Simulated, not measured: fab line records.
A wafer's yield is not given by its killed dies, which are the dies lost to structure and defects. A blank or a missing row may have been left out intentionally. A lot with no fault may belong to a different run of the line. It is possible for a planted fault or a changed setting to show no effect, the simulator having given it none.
The tool behind it: which one? | flow nandHarc | at 1 step of a route of 1159, 24 lots with 72 wafers sampled

WHAT THE GAUGES READ, wafer by wafer
NHARC_A_CONTACT_OVL_MEAS_70. Usual: overlayXNm -0.3 nm, standard deviation 0.71; overlayYNm 0.1 nm, standard deviation 0.85.
lot  | measured     | on         | overlayXNm (nm) | overlayYNm (nm) | flag
L074 | day 16 08:24 | overlay-02 | 1.1 0.7 0.4     | 0.4 0.1 -0.2    | 
L076 | day 17 10:46 | overlay-02 | 0.1 -0.2 0.1    | 0.3 0.4 0.4     | 
L077 | day 17 10:58 | overlay-02 | -0.1 -0.3 -0.1  | -0.4 -1.0 -1.0  | 
L075 | day 17 16:34 | overlay-02 | -1.8 -1.4 -1.9  | 1.4 1.3 1.5     | 
L079 | day 18 05:44 | overlay-02 | -0.6 -0.8 -0.4  | -0.8 -0.1 -0.2  | 
L078 | day 18 11:05 | overlay-02 | 1.1 0.4 0.9     | -0.1 -0.4 0.3   | 
L081 | day 18 15:02 | overlay-01 | 0.6 0.4 0.5     | -1.6 -1.3 -1.7  | 
L080 | day 19 03:50 | overlay-01 | -0.2 0.2 0.1    | 0.3 0.7 0.4     | 
L082 | day 19 12:47 | overlay-02 | -1.0 -1.2 -0.5  | 0.7 0.4 0.5     | 
L084 | day 19 13:13 | overlay-02 | -1.0 -1.4 -0.6  | -0.5 -0.3 0.0   | 
L083 | day 19 17:53 | overlay-02 | 0.4 -0.6 -0.4   | -1.1 -1.1 -1.3  | 
L085 | day 19 18:46 | overlay-02 | -0.5 -0.5 -0.7  | -0.1 0.3 -0.4   | 
L087 | day 19 23:03 | overlay-02 | -1.6 -1.6 -1.1  | 0.1 0.4 0.2     | 
L089 | day 20 00:04 | overlay-02 | -0.5 -0.3 -0.8  | 0.9 0.6 0.5     | 
L090 | day 20 04:49 | overlay-01 | -0.3 -0.7 -0.1  | 1.4 0.8 1.0     | 
L086 | day 20 06:13 | overlay-02 | 0.4 0.2 0.3     | -1.3 -0.6 -0.1  | 
L091 | day 20 08:43 | overlay-01 | -1.1 -0.6 -1.1  | 0.4 0.2 0.4     | 
L088 | day 20 11:25 | overlay-01 | -0.8 -0.1 -0.8  | -0.1 -0.1 -0.5  | 
L092 | day 21 04:50 | overlay-01 | -0.6 -0.7 -0.6  | 0.7 0.3 0.7     | 
L093 | day 21 10:43 | overlay-01 | 0.4 0.6 0.2     | 0.2 -0.5 -0.4   | 
L096 | day 21 21:04 | overlay-02 | 1.0 1.3 1.5     | 2.3 1.5 2.1     | 
L094 | day 22 03:47 | overlay-02 | 0.5 0.3 0.5     | -0.2 -0.9 -0.6  | 
L095 | day 22 06:20 | overlay-01 | 0.0 -0.3 -0.4   | 1.1 1.0 0.6     | 
L097 | day 22 13:02 | overlay-01 | -0.2 -0.7 -0.6  | -1.6 -1.2 -0.5  | 

WHICH TOOL RAN EACH LOT (tool, then ch and the chambers of the sampled wafers, then the start)
No process step before these readings appears in the record.

AS READ BY THE TOOLS THEMSELVES (means over the sampled wafers that have a number; for cases with no such wafer, the mark the record gives instead)
The record holds no such reading with a usual standard deviation.

THE ANSWER, worked out from the rows above alone
Rule: a lot counts as off when the mean over its wafers that have a number is more than 3 standard deviations away from the usual mean. Also off: a lot with no number at a reading for which 4 or more lots have one. All remaining lots with rows at the step are treated as sound. Order of review: gauges by route order, followed by the tools' own readings, for which a lot's mean as printed above is used. The first step at which some lot is off is used, and at that step the reading that is off furthest; a lot without a number counts as furthest.
None of the lots is off at any reading shown; this tells nothing.

WHAT THE SIMULATOR PUT IN
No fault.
